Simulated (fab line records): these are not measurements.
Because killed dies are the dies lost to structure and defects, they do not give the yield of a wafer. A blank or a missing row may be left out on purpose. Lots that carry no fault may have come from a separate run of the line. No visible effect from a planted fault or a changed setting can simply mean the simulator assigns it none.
Matching of chambers    flow n5Finfet    N5_HKMG_FIN_ETCH_67 on rieDiel-02 has 4 sister chambers
The step etches SOC in N2/H2, stops on TiN, target depth 388.9 nm. 4 wafers are shown with their chamber, then 7 later ones without.

== WAFERS PAIRED WITH THEIR CHAMBERS ==
wafer   chamber  throttleValvePct (%)
L085.4  2        18.23
L085.5  3        17.67
L088.2  0        17.74
L088.4  1        17.69

== WAFERS MISSING THEIR CHAMBER ==
wafer   throttleValvePct (%)
L088.6  17.69
L090.1  17.68
L090.2  18.25
L090.6  17.72
L096.1  17.77
L096.2  17.73
L096.3  18.26

== CHAMBER TAKEN BY EACH ==
wafer   from the rows above           in truth
L088.6  can't be placed: 1 or 3       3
L090.1  can't be placed: 3 or 1       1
L090.2  2                             2
L090.6  can't be placed: 0 or 1 or 3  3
L096.1  0                             0
L096.2  can't be placed: 0 or 1       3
L096.3  2                             2
Correctly placed: 3 of 7. Can't be placed from these rows: 4 (the true chamber is among the candidates in 3). Wrongly placed: 0.
How it was worked out, from the rows above alone: a wafer's distance from a chamber is the root of the sum, over the readings, of the square of ((its reading less the chamber's mean) divided by the reading's scatter). If the next closest chamber is less than 2 further off than the closest, the wafer can't be placed; otherwise it belongs to the closest. Each chamber's mean is taken over the wafers shown for it. The scatter: root of mean squared gap, hidden wafer to nearest shown wafer, with one shown wafer a chamber.
